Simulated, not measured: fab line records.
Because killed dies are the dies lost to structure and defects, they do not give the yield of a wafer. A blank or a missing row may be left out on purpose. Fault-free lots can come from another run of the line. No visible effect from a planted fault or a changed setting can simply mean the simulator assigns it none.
fab line records | flow n5-finfet
record: lots: 7 | wafers: 21
route steps=1938 shown ZERO_LAYER@6 WELL_APT@21 FIN_SAQP@130 DUMMY_GATE@224 SD_EPI_P@295 SDB@365 GATE_CUT@477
start-h: hours from the record's opening day to when the first of the lot's shown wafers began | wait-h: time in hours since the lot's previous step | " identical to the entry in the row above | L1.1+2: a single row standing in for several wafers | - no value, or no start given | * or withheld: withheld | < > ~ a bound
route shown NAME@n: a module of which the file shows steps, and the number in the route of the first | usual: mean/standard deviation of fault-free wafers | same: alike in all rows | chamber/n: place in a boat | sites: each site's reading | _std_site: standard deviation across them | _edge_site: the outer-site mean with the inner-site mean subtracted | radius-mm: for every site, how far away it sits from the centre of the wafer | mask NAME#n: copy n | behind: the tool/chamber that last shaped the wafer | hold: the reason the lot was held/the length of the hold in hours/how it ended | device: the n, p or np transistor that did not switch | end of line: the same wafers' tests at the end of the route | for a step that has no rows: nothing shown but its recipe | killed: the dies lost at the first sort to structure and to defects; this is not the yield of the wafer | map: a wafer's dies, x killed, . not, _ none there
set.NAME: the setting as run; set.NAME@STEP: as run at that earlier step | model.NAME: the simulator's own value behind a step, which no gauge read
lots run with intentionally changed settings; tables by step, rows by wafer
== steps ==
step: N5_ZERO_LAYER_COAT_05
recipe: spin-rpm: 1500 | resist-thk-nm: 1000
lot.wafer | tool           | chamber | start-h | wait-h | set.spin-rpm | model.coat_of_ZERO_LAYER_COAT_05.thk-nm
L075.1    | litho-track-03 | 0       | -       | -      | 1578         | 976.4
L075.2    | "              | 0       | "       | "      | 1578         | 970.2
L075.5    | "              | 0       | "       | "      | 1500         | 1000
L078.1    | litho-track-03 | 0       | -       | -      | 1500         | 999.2
L078.2    | "              | 0       | "       | "      | 1500         | 998.3
L078.5    | "              | 0       | "       | "      | 1500         | 998.8
L079.2    | litho-track-02 | 0       | -       | -      | 1500         | 999.1
L079.3    | "              | 0       | "       | "      | 1500         | 997.9
L079.4    | "              | 0       | "       | "      | 1551         | 981.4
L085.1    | litho-track-01 | 0       | -       | -      | 1500         | 1001
L085.5    | "              | 0       | "       | "      | 1392         | 1038
L085.6    | "              | 0       | "       | "      | 1500         | 1003
L090.2    | litho-track-03 | 0       | -       | -      | 1500         | 1004
L090.5    | "              | 0       | "       | "      | 1408         | 1030
L090.6    | "              | 0       | "       | "      | 1500         | 998.2
L096.1    | litho-track-02 | 0       | -       | -      | 1415         | 1031
L096.4    | "              | 0       | "       | "      | 1415         | 1035
L096.6    | "              | 0       | "       | "      | 1500         | 1005
L097.1    | litho-track-02 | 0       | -       | -      | 1500         | 1003
L097.2+4  | "              | 0       | "       | "      | 1500         | 1000
step: N5_ZERO_LAYER_EXPOSE_08
recipe: mask-id: ZERO | na: 0.55 | source-shape: conventional | sigma-outer: 0.8 | polarization: unpolarized | defocus-nm: 0 | target-cd-nm: 2000 | dose-mj: 16.2
lot.wafer  | tool           | chamber | start-h | wait-h | mask   | set.dose-mj
L075.1+5   | krf-scanner-01 | 0       | 18.48   | -      | ZERO#0 | 15.38
L075.2     | "              | 0       | "       | "      | ZERO#0 | 16.2
L078.1+2+5 | krf-scanner-01 | 0       | 36.61   | -      | ZERO#0 | 16.2
L079.2+3+4 | krf-scanner-02 | 0       | 42.61   | -      | ZERO#0 | 16.2
L085.1+5+6 | krf-scanner-01 | 0       | 78.59   | -      | ZERO#0 | 16.61
L090.2     | krf-scanner-02 | 0       | 108.60  | -      | ZERO#0 | 15.54
L090.5+6   | "              | 0       | "       | "      | ZERO#0 | 16.2
L096.1     | krf-scanner-01 | 0       | 144.46  | -      | ZERO#0 | 16.84
L096.4+6   | "              | 0       | "       | "      | ZERO#0 | 16.2
L097.1+2   | krf-scanner-01 | 0       | 150.46  | -      | ZERO#0 | 15.45
L097.4     | "              | 0       | "       | "      | ZERO#0 | 16.2
step: N5_ZERO_LAYER_PEB_09
recipe: peb-temp-c: withheld | peb-time-s: *
step: N5_ZERO_LAYER_DEVELOP_10
recipe: develop-time-s: 60 | rinse-liquid: diw | dry: air-spin | dev-temp-c: 21
step: N5_ZERO_LAYER_HARDBAKE_23
recipe: temp-c: 130 | time-s: 120
step: N5_ZERO_LAYER_CD_MEAS_11
recipe: target-cd-nm: 2000 | landing-energy-ev: 500 | detector: se-inlens
usual: cd-nm: 1999.4/2.7
lot.wafer | tool      | chamber | start-h | wait-h | set.dose-mj@ZERO_LAYER_EXPOSE_08 | cd-nm
L075.1    | cd-sem-03 | 0       | 18.66   | -      | 15.38                            | 1988.3
L075.2    | "         | 0       | "       | "      | 16.2                             | 2004.7
L075.5    | "         | 0       | "       | "      | 15.38                            | 1989.1
L078.1    | cd-sem-02 | 0       | 36.79   | -      | 16.2                             | 1998.0
L078.2    | "         | 0       | "       | "      | 16.2                             | 1993.4
L078.5    | "         | 0       | "       | "      | 16.2                             | 1997.6
L079.2    | cd-sem-01 | 0       | 42.78   | -      | 16.2                             | 2000.0
L079.3    | "         | 0       | "       | "      | 16.2                             | 2002.0
L079.4    | "         | 0       | "       | "      | 16.2                             | 1999.6
L085.1    | cd-sem-01 | 0       | 78.77   | -      | 16.61                            | 2001.0
L085.5    | "         | 0       | "       | "      | 16.61                            | 2005.1
L085.6    | "         | 0       | "       | "      | 16.61                            | 2003.5
L090.2    | cd-sem-03 | 0       | 108.77  | -      | 15.54                            | 1990.0
L090.5    | "         | 0       | "       | "      | 16.2                             | 1998.0
L090.6    | "         | 0       | "       | "      | 16.2                             | 2002.4
L096.1    | cd-sem-01 | 0       | 144.64  | -      | 16.84                            | 2009.8
L096.4    | "         | 0       | "       | "      | 16.2                             | 1998.8
L096.6    | "         | 0       | "       | "      | 16.2                             | 1998.6
L097.1    | cd-sem-03 | 0       | 150.64  | -      | 15.45                            | 1995.3
L097.2    | "         | 0       | "       | "      | 15.45                            | 1990.9
L097.4    | "         | 0       | "       | "      | 16.2                             | 2001.5
step: N5_ZERO_LAYER_DESCUM_16
recipe: chemistry: O2 | time-s: 7.9 | source-power-w: 50 | bias-power-w: 20 | pressure-mtorr: 20 | rf-frequency-hz: 2.712e+07 | temp-c: 40 | o2-flow-sccm: 225
step: N5_ZERO_LAYER_ETCH_17
recipe: chemistry: CF4 | target: SiO2 | target-depth-a: 120 | time-s: 13.3 | ion-energy-ev: 350 | pressure-mtorr: 40 | source-w: 450 | bias-w: 215 | Ar_flow_sccm: 100 | cf4-flow-sccm: 100
step: N5_ZERO_LAYER_ETCH_18
recipe: chemistry: HBr/Cl2 | target: Si | target-depth-a: 1200 | time-s: 40 | pressure-mtorr: 10 | icp-w: 800 | bias-w: 75 | HBr_flow_sccm: 150 | Cl2_flow_sccm: 80
step: N5_ZERO_LAYER_STRIP_24
recipe: chemistry: O2 | power-w: 1000 | temp-c: 250 | overash-fraction: 0.3 | pressure-mtorr: 1000 | o2-flow-sccm: 6750
usual: strip-time-to-endpoint-s: 43.88/0.088
lot.wafer | tool            | chamber | start-h | wait-h | set.spin-rpm@ZERO_LAYER_COAT_05 | strip-time-to-endpoint-s
L075.1    | plasma-asher-01 | 1       | 18.91   | 0.1    | 1578                            | 43.11
L075.2    | "               | 0       | "       | "      | 1578                            | 42.94
L075.5    | "               | 1       | "       | "      | 1500                            | 43.82
L078.1    | plasma-asher-01 | 1       | 37.08   | 0.1    | 1500                            | 43.86
L078.2    | "               | 0       | "       | "      | 1500                            | 43.82
L078.5    | "               | 1       | "       | "      | 1500                            | 43.82
L079.2    | plasma-asher-02 | 0       | 43.29   | 0.1    | 1500                            | 43.84
L079.3    | "               | 0       | "       | "      | 1500                            | 43.82
L079.4    | "               | 1       | "       | "      | 1551                            | 43.31
L085.1    | plasma-asher-02 | 1       | 79.02   | 0.1    | 1500                            | 43.81
L085.5    | "               | 0       | "       | "      | 1392                            | 45.02
L085.6    | "               | 1       | "       | "      | 1500                            | 44.02
L090.2    | plasma-asher-01 | 1       | 109.02  | 0.1    | 1500                            | 44.02
L090.5    | "               | 1       | "       | "      | 1408                            | 44.76
L090.6    | "               | 0       | "       | "      | 1500                            | 43.83
L096.1    | plasma-asher-01 | 0       | 144.89  | 0.1    | 1415                            | 44.76
L096.4    | "               | 0       | "       | "      | 1415                            | 44.98
L096.6    | "               | 1       | "       | "      | 1500                            | 43.94
L097.1    | plasma-asher-01 | 0       | 150.90  | 0.1    | 1500                            | 43.95
L097.2    | "               | 1       | "       | "      | 1500                            | 43.85
L097.4    | "               | 0       | "       | "      | 1500                            | 43.83
step: N5_WELL_APT_COAT_02
recipe: spin-rpm: 1357 | resist-thk-nm: 950
lot.wafer | tool           | chamber | start-h | wait-h | set.spin-rpm | model.coat_of_WELL_APT_COAT_02.thk-nm
L075.1    | litho-track-05 | 0       | -       | -      | 1357         | 949.8
L075.2    | "              | 0       | "       | "      | 1212         | 1004
L075.5    | "              | 0       | "       | "      | 1212         | 1005
L078.1    | litho-track-01 | 0       | -       | -      | 1357         | 947.9
L078.2    | "              | 0       | "       | "      | 1357         | 951.1
L078.5    | "              | 0       | "       | "      | 1357         | 945.9
L079.2    | litho-track-05 | 0       | -       | -      | 1218         | 1004
L079.3    | "              | 0       | "       | "      | 1357         | 949.2
L079.4    | "              | 0       | "       | "      | 1218         | 1000
L085.1    | litho-track-05 | 0       | -       | -      | 1357         | 951.7
L085.5    | "              | 0       | "       | "      | 1357         | 954.3
L085.6    | "              | 0       | "       | "      | 1357         | 954.1
L090.2    | litho-track-01 | 0       | -       | -      | 1357         | 952.9
L090.5    | "              | 0       | "       | "      | 1447         | 919.5
L090.6    | "              | 0       | "       | "      | 1357         | 953.6
L096.1    | litho-track-05 | 0       | -       | -      | 1357         | 951.6
L096.4    | "              | 0       | "       | "      | 1449         | 920.6
L096.6    | "              | 0       | "       | "      | 1449         | 919.3
L097.1    | litho-track-01 | 0       | -       | -      | 1357         | 951.2
L097.2    | "              | 0       | "       | "      | 1357         | 951.5
L097.4    | "              | 0       | "       | "      | 1357         | 953.9
step: N5_WELL_APT_EXPOSE_05
recipe: mask-id: NWELL | na: 0.8 | source-shape: conventional | sigma-outer: 0.8 | polarization: unpolarized | defocus-nm: 0 | target-cd-nm: 200 | dose-mj: 20.3
lot.wafer  | tool           | chamber | start-h | wait-h | mask    | set.dose-mj
L075.1+5   | krf-scanner-02 | 0       | 19.40   | -      | NWELL#0 | 20.88
L075.2     | "              | 0       | "       | "      | NWELL#0 | 20.3
L078.1+2+5 | krf-scanner-02 | 0       | 37.58   | -      | NWELL#0 | 20.3
L079.2+3+4 | krf-scanner-02 | 0       | 43.79   | -      | NWELL#0 | 20.3
L085.1+5+6 | krf-scanner-02 | 0       | 79.51   | -      | NWELL#0 | 20.3
L090.2     | krf-scanner-01 | 0       | 109.51  | -      | NWELL#0 | 18.93
L090.5+6   | "              | 0       | "       | "      | NWELL#0 | 20.3
L096.1+4+6 | krf-scanner-02 | 0       | 145.39  | -      | NWELL#0 | 21.16
L097.1+4   | krf-scanner-01 | 0       | 151.67  | -      | NWELL#0 | 20.3
L097.2     | "              | 0       | "       | "      | NWELL#0 | 21.51
step: N5_WELL_APT_PEB_06
recipe: peb-temp-c: 130 | peb-time-s: 90
step: N5_WELL_APT_DEVELOP_07
recipe: develop-time-s: 45 | rinse-liquid: surfactant-rinse | dry: air-spin | dev-temp-c: 21
step: N5_WELL_APT_HARDBAKE_12
recipe: temp-c: 130 | time-s: 120
step: N5_WELL_APT_CD_MEAS_08
recipe: target-cd-nm: 200 | landing-energy-ev: 500 | detector: se-inlens
usual: cd-nm: 199.8/1.8
lot.wafer | tool      | chamber | start-h | wait-h | set.dose-mj@WELL_APT_EXPOSE_05 | cd-nm
L075.1    | cd-sem-02 | 0       | 19.57   | -      | 20.88                          | 204.4
L075.2    | "         | 0       | "       | "      | 20.3                           | 196.7
L075.5    | "         | 0       | "       | "      | 20.88                          | 199.0
L078.1    | cd-sem-02 | 0       | 37.75   | -      | 20.3                           | 197.6
L078.2    | "         | 0       | "       | "      | 20.3                           | 200.5
L078.5    | "         | 0       | "       | "      | 20.3                           | 200.4
L079.2    | cd-sem-01 | 0       | 43.95   | -      | 20.3                           | 195.3
L079.3    | "         | 0       | "       | "      | 20.3                           | 196.1
L079.4    | "         | 0       | "       | "      | 20.3                           | 199.1
L085.1    | cd-sem-02 | 0       | 79.69   | -      | 20.3                           | 198.8
L085.5    | "         | 0       | "       | "      | 20.3                           | 198.1
L085.6    | "         | 0       | "       | "      | 20.3                           | 198.3
L090.2    | cd-sem-03 | 0       | 109.68  | -      | 18.93                          | 190.7
L090.5    | "         | 0       | "       | "      | 20.3                           | 202.6
L090.6    | "         | 0       | "       | "      | 20.3                           | 200.1
L096.1    | cd-sem-01 | 0       | 145.56  | -      | 21.16                          | 209.6
L096.4    | "         | 0       | "       | "      | 21.16                          | 212.5
L096.6    | "         | 0       | "       | "      | 21.16                          | 208.2
L097.1    | cd-sem-03 | 0       | 151.84  | -      | 20.3                           | 198.8
L097.2    | "         | 0       | "       | "      | 21.51                          | 208.4
L097.4    | "         | 0       | "       | "      | 20.3                           | 199.1
step: N5_WELL_APT_DESCUM_13
recipe: chemistry: O2 | time-s: 7.9 | source-power-w: 50 | bias-power-w: 20 | pressure-mtorr: 20 | rf-frequency-hz: 2.712e+07 | temp-c: 40 | o2-flow-sccm: 225
lot.wafer | tool        | chamber | start-h | wait-h | set.dose-mj@WELL_APT_EXPOSE_05 | model.WELL_APT.cd-nm
L075.1    | rie-diel-04 | 1       | 19.66   | 0.0    | 20.88                          | 203.9
L075.2    | "           | 2       | "       | "      | 20.3                           | 196.5
L075.5    | "           | 3       | "       | "      | 20.88                          | 199.1
L078.1    | rie-diel-05 | 1       | 38.18   | 0.4    | 20.3                           | 197.9
L078.2    | "           | 3       | "       | "      | 20.3                           | 200.4
L078.5    | "           | 2       | "       | "      | 20.3                           | 200.3
L079.2    | rie-diel-04 | 3       | 44.04   | 0.0    | 20.3                           | 195.6
L079.3    | "           | 0       | "       | "      | 20.3                           | 195.9
L079.4    | "           | 2       | "       | "      | 20.3                           | 198.8
L085.1    | rie-diel-04 | 3       | 80.17   | 0.4    | 20.3                           | 198.8
L085.5    | "           | 2       | "       | "      | 20.3                           | 197.9
L085.6    | "           | 3       | "       | "      | 20.3                           | 198.4
L090.2    | rie-diel-04 | 1       | 109.77  | 0.0    | 18.93                          | 190.8
L090.5    | "           | 1       | "       | "      | 20.3                           | 202.6
L090.6    | "           | 2       | "       | "      | 20.3                           | 199.8
L096.1    | rie-diel-05 | 3       | 145.89  | 0.3    | 21.16                          | 209.6
L096.4    | "           | 2       | "       | "      | 21.16                          | 212.7
L096.6    | "           | 0       | "       | "      | 21.16                          | 208
L097.1    | rie-diel-06 | 3       | 151.93  | 0.0    | 20.3                           | 198.8
L097.2    | "           | 0       | "       | "      | 21.51                          | 208.7
L097.4    | "           | 0       | "       | "      | 20.3                           | 199.4
step: N5_FIN_SAQP_ETCH_65
recipe: chemistry: CF4 | target: SiO2 | target-depth-a: 40 | ion-energy-ev: 350 | time-s: 4.4 | pressure-mtorr: 10 | icp-w: 800 | bias-w: 400 | cf4-flow-sccm: 80
lot.wafer | tool      | chamber | start-h | wait-h | set.time-s | model.etch.depth-nm
L075.1    | rie-si-02 | 0       | 29.91   | 0.1    | 4.4        | 4.189
L075.2    | "         | 3       | "       | "      | 4.4        | 4.026
L075.5    | "         | 1       | "       | "      | 4.4        | 4.095
L078.1    | rie-si-02 | 3       | 48.72   | 0.1    | 4.4        | 4.044
L078.2    | "         | 1       | "       | "      | 4.4        | 4.124
L078.5    | "         | 3       | "       | "      | 4.4        | 4.055
L079.2    | rie-si-04 | 3       | 54.29   | 0.1    | 4.4        | 3.963
L079.3    | "         | 0       | "       | "      | 3.553      | 3.219
L079.4    | "         | 3       | "       | "      | 3.553      | 3.226
L085.1    | rie-si-01 | 2       | 90.28   | 0.1    | 5.353      | 4.406
L085.5    | "         | 3       | "       | "      | 4.4        | 3.95
L085.6    | "         | 2       | "       | "      | 4.4        | 3.645
L090.2    | rie-si-02 | 0       | 121.13  | 0.1    | 4.4        | 4.266
L090.5    | "         | 1       | "       | "      | 3.44       | 3.255
L090.6    | "         | 2       | "       | "      | 3.44       | 3.117
L096.1    | rie-si-02 | 0       | 157.52  | 0.1    | 4.907      | 4.68
L096.4    | "         | 1       | "       | "      | 4.4        | 4.129
L096.6    | "         | 1       | "       | "      | 4.4        | 4.121
L097.1    | rie-si-04 | 2       | 162.44  | 0.1    | 3.931      | 3.504
L097.2    | "         | 0       | "       | "      | 4.4        | 4.02
L097.4    | "         | 1       | "       | "      | 3.931      | 3.539
step: N5_DUMMY_GATE_COAT_28
recipe: resist: underlayer | temp-c: 205 | time-s: 60 | spin-rpm: 1500 | resist-thk-nm: 10
lot.wafer  | tool           | chamber | start-h | wait-h | set.spin-rpm | model.underlayer_of_DUMMY_GATE_COAT_28.thk-nm
L075.1+5   | litho-track-02 | 0       | -       | -      | 1500         | 10
L075.2     | "              | 0       | "       | "      | 1332         | 10.6
L078.1+2+5 | litho-track-02 | 0       | -       | -      | 1500         | 10
L079.2+4   | litho-track-02 | 0       | -       | -      | 1342         | 10.6
L079.3     | "              | 0       | "       | "      | 1500         | 10
L085.1+5   | litho-track-03 | 0       | -       | -      | 1500         | 10
L085.6     | "              | 0       | "       | "      | 1339         | 10.6
L090.2     | litho-track-02 | 0       | -       | -      | 1617         | 9.6
L090.5+6   | "              | 0       | "       | "      | 1500         | 10
L096.1+6   | litho-track-02 | 0       | -       | -      | 1500         | 10
L096.4     | "              | 0       | "       | "      | 1384         | 10.4
L097.1+2+4 | litho-track-02 | 0       | -       | -      | 1500         | 10
step: N5_SD_EPI_P_COAT_34
recipe: resist: SOC | temp-c: 250 | time-s: 60 | spin-rpm: 1500 | resist-thk-nm: 350
lot.wafer | tool           | chamber | start-h | wait-h | set.spin-rpm | model.SOC_of_SD_EPI_P_COAT_34.thk-nm
L075.1    | litho-track-03 | 0       | 60.17   | 0.0    | 1500         | 350.6
L075.2    | "              | 0       | "       | "      | 1618         | 338.4
L075.5    | "              | 0       | "       | "      | 1618         | 338
L078.1    | litho-track-02 | 0       | 76.41   | 0.0    | 1500         | 350
L078.2    | "              | 0       | "       | "      | 1500         | 348.8
L078.5    | "              | 0       | "       | "      | 1500         | 349
L079.2    | litho-track-04 | 0       | 84.28   | 0.0    | 1373         | 365.4
L079.3    | "              | 0       | "       | "      | 1373         | 365.6
L079.4    | "              | 0       | "       | "      | 1500         | 349.4
L085.1    | litho-track-02 | 0       | 121.01  | 0.0    | 1500         | 351.6
L085.5    | "              | 0       | "       | "      | 1422         | 360.6
L085.6    | "              | 0       | "       | "      | 1500         | 350
L090.2    | litho-track-04 | 0       | 158.07  | 0.0    | 1500         | 350.2
L090.5    | "              | 0       | "       | "      | 1500         | 350.4
L090.6    | "              | 0       | "       | "      | 1399         | 363
L096.1    | litho-track-02 | 0       | 186.73  | 0.0    | 1500         | 349.6
L096.4    | "              | 0       | "       | "      | 1500         | 350.2
L096.6    | "              | 0       | "       | "      | 1500         | 351.4
L097.1    | litho-track-02 | 0       | 194.47  | 0.0    | 1500         | 350.8
L097.2    | "              | 0       | "       | "      | 1500         | 350.4
L097.4    | "              | 0       | "       | "      | 1500         | 351
step: N5_SD_EPI_P_COAT_35
recipe: resist: SiARC | temp-c: 220 | time-s: 60 | spin-rpm: 1500 | resist-thk-nm: 35
lot.wafer | tool           | chamber | start-h | wait-h | set.spin-rpm | model.SiARC_of_SD_EPI_P_COAT_35.thk-nm
L075.1    | litho-track-03 | 0       | -       | -      | 1500         | 35
L075.2+5  | "              | 0       | "       | "      | 1366         | 36.6
L078.1+5  | litho-track-02 | 0       | -       | -      | 1500         | 35.2
L078.2    | "              | 0       | "       | "      | 1500         | 35
L079.2+4  | litho-track-04 | 0       | -       | -      | 1500         | 34.8
L079.3    | "              | 0       | "       | "      | 1571         | 34.2
L085.1    | litho-track-02 | 0       | -       | -      | 1431         | 35.8
L085.5+6  | "              | 0       | "       | "      | 1500         | 34.8
L090.2+6  | litho-track-04 | 0       | -       | -      | 1500         | 35
L090.5    | "              | 0       | "       | "      | 1344         | 37
L096.1+6  | litho-track-02 | 0       | -       | -      | 1500         | 35.2
L096.4    | "              | 0       | "       | "      | 1412         | 36.2
L097.1+4  | litho-track-02 | 0       | -       | -      | 1500         | 34.8
L097.2    | "              | 0       | "       | "      | 1500         | 35
step: N5_SD_EPI_P_COAT_03
recipe: resist: CAR-ArF-block | spin-rpm: 1500 | resist-thk-nm: 150
step: N5_SD_EPI_P_EBR_05
recipe: solvent: PGMEA | ebr-width-mm: 1.5
step: N5_SD_EPI_P_DESCUM_14
recipe: chemistry: O2 | time-s: 7.9 | source-power-w: 50 | bias-power-w: 20 | pressure-mtorr: 20 | rf-frequency-hz: 2.712e+07 | temp-c: 40 | resist: CAR-ArF-block | o2-flow-sccm: 225
step: N5_SD_EPI_P_ETCH_36
recipe: chemistry: CF4 | target: SiARC | target-depth-a: 455 | mask-material: CAR-ArF-block | time-s: 75.8 | ion-energy-ev: 80 | pressure-mtorr: 40 | source-w: 545 | bias-w: 36 | Ar_flow_sccm: 100 | cf4-flow-sccm: 100 | ends: cleared
lot.wafer | tool        | chamber | start-h | wait-h | set.spin-rpm@SD_EPI_P_COAT_35 | model.etch.depth-nm | model.CAR-ArF-block_of_SD_EPI_P_COAT_03.thk-nm
L075.1    | rie-diel-02 | 1       | 60.53   | 0.0    | 1500                          | 35.01               | 110.6
L075.2    | "           | 3       | "       | "      | 1366                          | 36.64               | 109
L075.5    | "           | 1       | "       | "      | 1366                          | 36.67               | 108.8
L078.1    | rie-diel-03 | 2       | 76.90   | 0.0    | 1500                          | 35.16               | 110.6
L078.2    | "           | 0       | "       | "      | 1500                          | 35.1                | 110
L078.5    | "           | 2       | "       | "      | 1500                          | 35.12               | 110.2
L079.2    | rie-diel-03 | 2       | 85.02   | 0.0    | 1500                          | 34.82               | 111
L079.3    | "           | 3       | "       | "      | 1571                          | 34.14               | 111.8
L079.4    | "           | 0       | "       | "      | 1500                          | 34.85               | 110.6
L085.1    | rie-diel-02 | 1       | 121.50  | 0.0    | 1431                          | 35.74               | 110.4
L085.5    | "           | 0       | "       | "      | 1500                          | 34.78               | 111
L085.6    | "           | 3       | "       | "      | 1500                          | 34.83               | 111
L090.2    | rie-diel-01 | 1       | 158.56  | 0.0    | 1500                          | 35.09               | 110.8
L090.5    | "           | 0       | "       | "      | 1344                          | 36.93               | 108.8
L090.6    | "           | 1       | "       | "      | 1500                          | 34.96               | 110.6
L096.1    | rie-diel-02 | 1       | 187.10  | 0.0    | 1500                          | 35.11               | 111.6
L096.4    | "           | 2       | "       | "      | 1412                          | 36.28               | 109.8
L096.6    | "           | 1       | "       | "      | 1500                          | 35.18               | 111.2
L097.1    | rie-diel-03 | 1       | 194.96  | 0.0    | 1500                          | 34.87               | 111.2
L097.2    | "           | 2       | "       | "      | 1500                          | 34.99               | 111.4
L097.4    | "           | 3       | "       | "      | 1500                          | 34.82               | 111.2
step: N5_SDB_STRIP_22
recipe: chemistry: N2/H2 | power-w: 1000 | temp-c: 250 | h2-frac: 0.65 | overash-fraction: 0.3 | pressure-mtorr: withheld | n2-flow-sccm: 1750 | h2-flow-sccm: 3250
usual: oes-product-au: 0.714/0.0045 | strip-time-to-endpoint-s: 96.2/0.46
lot.wafer | tool            | chamber | start-h | wait-h | set.power-w | oes-product-au | strip-time-to-endpoint-s
L075.1    | plasma-asher-02 | 0       | 72.42   | 0.1    | 1000        | 0.723          | 95.5
L075.2    | "               | 1       | "       | "      | 1000        | 0.706          | 96.2
L075.5    | "               | 1       | "       | "      | 865.9       | 0.687          | 102.7
L078.1    | plasma-asher-02 | 0       | 88.37   | 0.1    | 1000        | 0.712          | 96.1
L078.2    | "               | 1       | "       | "      | 1000        | 0.716          | 95.6
L078.5    | "               | 0       | "       | "      | 1000        | 0.716          | 95.7
L079.2    | plasma-asher-01 | 0       | 96.94   | 0.1    | 1000        | 0.710          | 96.2
L079.3    | "               | 1       | "       | "      | 1172        | 0.751          | 89.6
L079.4    | "               | 0       | "       | "      | 1000        | 0.716          | 95.2
L085.1    | plasma-asher-01 | 1       | 132.98  | 0.1    | 886.8       | 0.682          | 101.6
L085.5    | "               | 0       | "       | "      | 1000        | 0.717          | 95.8
L085.6    | "               | 1       | "       | "      | 1000        | 0.710          | 96.6
L090.2    | plasma-asher-01 | 1       | 171.57  | 0.1    | 1132        | 0.740          | 91.6
L090.5    | "               | 0       | "       | "      | 1000        | 0.717          | 96.5
L090.6    | "               | 1       | "       | "      | 1000        | 0.716          | 96.4
L096.1    | plasma-asher-01 | 1       | 199.40  | 0.1    | 1000        | 0.711          | 95.8
L096.4    | "               | 1       | "       | "      | 904.8       | 0.697          | 100.1
L096.6    | "               | 1       | "       | "      | 904.8       | 0.689          | 100.2
L097.1    | plasma-asher-02 | 1       | 207.44  | 0.1    | 1000        | 0.717          | 96.4
L097.2    | "               | 0       | "       | "      | 1000        | 0.709          | 96.5
L097.4    | "               | 1       | "       | "      | 1119        | 0.730          | 91.5
step: N5_GATE_CUT_HM_DEP_46
recipe: material: SiO2 | target-thk-a: 1300 | temp-c: 400 | precursor: TEOS/O2 | pressure-torr: 6.5 | rf-w: 900 | teos-flow-sccm: 161.4 | gas: O2 | flow-sccm: 2650 | time-s: 26.6
lot.wafer | tool     | chamber | start-h | wait-h | set.time-s | model.SiO2_of_GATE_CUT_HM_DEP_46.thk-nm
L075.1    | pecvd-01 | 0       | 88.84   | 0.0    | 26.6       | 126.8
L075.2    | "        | 1       | "       | "      | 23.53      | 114.8
L075.5    | "        | 1       | "       | "      | 26.6       | 130.4
L078.1    | pecvd-02 | 0       | 105.18  | 0.0    | 26.6       | 130.8
L078.2    | "        | 2       | "       | "      | 26.6       | 127.4
L078.5    | "        | 2       | "       | "      | 26.6       | 131.2
L079.2    | pecvd-01 | 0       | 114.09  | 0.0    | 26.6       | 128.4
L079.3    | "        | 1       | "       | "      | 28.57      | 138.6
L079.4    | "        | 1       | "       | "      | 26.6       | 131.6
L085.1    | pecvd-01 | 2       | 149.38  | 0.0    | 26.6       | 128
L085.5    | "        | 1       | "       | "      | 26.6       | 130.4
L085.6    | "        | 2       | "       | "      | 26.6       | 128.4
L090.2    | pecvd-02 | 1       | 190.04  | 0.0    | 29.2       | 141.4
L090.5    | "        | 0       | "       | "      | 29.2       | 147
L090.6    | "        | 1       | "       | "      | 26.6       | 129.8
L096.1    | pecvd-02 | 1       | 216.99  | 0.0    | 29.98      | 146.4
L096.4    | "        | 0       | "       | "      | 29.98      | 149.8
L096.6    | "        | 0       | "       | "      | 26.6       | 132.8
L097.1    | pecvd-01 | 2       | 225.33  | 0.0    | 26.6       | 127.4
L097.2    | "        | 1       | "       | "      | 25.56      | 121.8
L097.4    | "        | 2       | "       | "      | 25.56      | 126.4
== key ==
split: step: N5_ZERO_LAYER_COAT_05 | setting: spin-rpm | stated: 1500 | by: wafer
response: step: N5_ZERO_LAYER_COAT_05 | reading: model.coat_of_ZERO_LAYER_COAT_05.thk-nm | change: -5.01 | per: 1% | r: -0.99
response: step: N5_ZERO_LAYER_STRIP_24 | reading: strip-time-to-endpoint-s | change: * | per: 1% | r: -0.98
split: step: N5_ZERO_LAYER_EXPOSE_08 | setting: dose-mj | stated: 16.2 | by: wafer
response: step: N5_ZERO_LAYER_CD_MEAS_11 | reading: cd-nm | change: +2.59 | per: 1% | r: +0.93
split: step: N5_WELL_APT_COAT_02 | setting: spin-rpm | stated: 1357 | by: wafer
response: step: N5_WELL_APT_COAT_02 | reading: model.coat_of_WELL_APT_COAT_02.thk-nm | change: -5.07 | per: 1% | r: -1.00
split: step: N5_WELL_APT_EXPOSE_05 | setting: dose-mj | stated: 20.3 | by: wafer
response: step: N5_WELL_APT_CD_MEAS_08 | reading: cd-nm | change: +1.59 | per: 1% | r: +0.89
response: step: N5_WELL_APT_DESCUM_13 | reading: model.WELL_APT.cd-nm | change: +1.58 | per: 1% | r: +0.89
split: step: N5_FIN_SAQP_ETCH_65 | setting: time-s | stated: 4.4 | by: wafer
response: step: N5_FIN_SAQP_ETCH_65 | reading: model.etch.depth-nm | change: +0.0401 | per: 1% | r: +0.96
split: step: N5_DUMMY_GATE_COAT_28 | setting: spin-rpm | stated: 1500 | by: wafer
response: step: N5_DUMMY_GATE_COAT_28 | reading: model.underlayer_of_DUMMY_GATE_COAT_28.thk-nm | change: -0.0544 | per: 1% | r: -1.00
split: step: N5_SD_EPI_P_COAT_34 | setting: spin-rpm | stated: 1500 | by: wafer
response: step: N5_SD_EPI_P_COAT_34 | reading: model.SOC_of_SD_EPI_P_COAT_34.thk-nm | change: -1.8 | per: 1% | r: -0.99
split: step: N5_SD_EPI_P_COAT_35 | setting: spin-rpm | stated: 1500 | by: wafer
response: step: N5_SD_EPI_P_COAT_35 | reading: model.SiARC_of_SD_EPI_P_COAT_35.thk-nm | change: -0.182 | per: 1% | r: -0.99
response: step: N5_SD_EPI_P_ETCH_36 | reading: model.etch.depth-nm | change: -0.183 | per: 1% | r: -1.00
response: step: N5_SD_EPI_P_ETCH_36 | reading: model.CAR-ArF-block_of_SD_EPI_P_COAT_03.thk-nm | change: +0.195 | per: 1% | r: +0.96
split: step: N5_SDB_STRIP_22 | setting: power-w | stated: 1000 | by: wafer
response: step: N5_SDB_STRIP_22 | reading: oes-product-au | change: +0.00207 | per: 1% | r: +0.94
response: step: N5_SDB_STRIP_22 | reading: strip-time-to-endpoint-s | change: * | per: 1% | r: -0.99
split: step: N5_GATE_CUT_HM_DEP_46 | setting: time-s | stated: 26.6 | by: wafer
response: step: N5_GATE_CUT_HM_DEP_46 | reading: model.SiO2_of_GATE_CUT_HM_DEP_46.thk-nm | change: +1.24 | per: 1% | r: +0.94
